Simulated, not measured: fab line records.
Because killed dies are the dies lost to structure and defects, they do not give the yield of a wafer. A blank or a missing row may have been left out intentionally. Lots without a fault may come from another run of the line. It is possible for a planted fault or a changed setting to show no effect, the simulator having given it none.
Which tool did it? / flow n5Finfet / 72 wafers sampled from 24 lots at 1 step of a route of 1938

== WHAT EACH GAUGE READ, for each wafer ==
N5_BEOL_M1_INSPECT_30: inspects for defects (brightfield). Usual: 444 for rawDefectCount, sd 110.
lot=L074; measured=day 6 04:17; on=defectInspect-01; rawDefectCount=253 313 383; flag=
lot=L075; measured=day 6 10:22; on=defectInspect-02; rawDefectCount=595 503 604; flag=
lot=L076; measured=day 6 15:28; on=defectInspect-01; rawDefectCount=558 492 330; flag=
lot=L077; measured=day 6 19:36; on=defectInspect-01; rawDefectCount=316 534 402; flag=
lot=L078; measured=day 7 02:19; on=defectInspect-02; rawDefectCount=345 453 395; flag=
lot=L079; measured=day 7 07:07; on=defectInspect-02; rawDefectCount=411 510 493; flag=
lot=L080; measured=day 7 10:17; on=defectInspect-01; rawDefectCount=403 442 342; flag=
lot=L081; measured=day 7 18:24; on=defectInspect-01; rawDefectCount=369 479 662; flag=
lot=L082; measured=day 8 12:19; on=defectInspect-01; rawDefectCount=535 479 451; flag=
lot=L083; measured=day 8 13:16; on=defectInspect-02; rawDefectCount=470 508 444; flag=
lot=L084; measured=day 8 14:45; on=defectInspect-01; rawDefectCount=439 343 310; flag=
lot=L085; measured=day 8 20:43; on=defectInspect-02; rawDefectCount=517 571 612; flag=
lot=L086; measured=day 9 10:31; on=defectInspect-01; rawDefectCount=597 584 571; flag=
lot=L087; measured=day 9 12:22; on=defectInspect-01; rawDefectCount=727 903 510; flag=
lot=L088; measured=day 9 13:10; on=defectInspect-02; rawDefectCount=450 411 532; flag=
lot=L089; measured=day 9 23:36; on=defectInspect-01; rawDefectCount=385 267 379; flag=
lot=L090; measured=day 10 06:55; on=defectInspect-01; rawDefectCount=578 385 377; flag=
lot=L091; measured=day 10 09:40; on=defectInspect-01; rawDefectCount=396 395 462; flag=
lot=L092; measured=day 10 17:22; on=defectInspect-01; rawDefectCount=388 316 336; flag=
lot=L093; measured=day 10 22:40; on=defectInspect-01; rawDefectCount=220 391 239; flag=
lot=L094; measured=day 11 03:31; on=defectInspect-02; rawDefectCount=473 426 411; flag=
lot=L095; measured=day 11 09:20; on=defectInspect-01; rawDefectCount=342 314 404; flag=
lot=L096; measured=day 11 15:29; on=defectInspect-02; rawDefectCount=414 548 401; flag=
lot=L097; measured=day 11 20:07; on=defectInspect-01; rawDefectCount=610 591 503; flag=

== TOOL THAT RAN EACH LOT (tool first, then ch and the chambers of the sampled wafers, then the start) ==
Record: no process step prior to these readings.

== AS READ BY THE TOOLS THEMSELVES (means over the sampled wafers that have a number; for cases with no such wafer, the mark the record gives instead) ==
The record holds no such reading with a usual standard deviation.

== THE ANSWER, worked out from the rows above alone ==
Rule: take the mean of a lot's wafers that have a number; if it is more than 3 standard deviations from the usual mean, the lot is off. A lot without any number at a reading at which 4 lots or more have one is off too. Any other lot the step has rows for is counted as sound. Order of review: gauges by route order, followed by the tools' own readings, for which a lot's mean as printed above is used. The first step at which some lot is off is used, and at that step the reading that is off furthest; a lot without a number counts as furthest.
No lot is off at any reading shown: from this, nothing can be told.

== WHAT WAS PUT IN BY THE SIMULATOR ==
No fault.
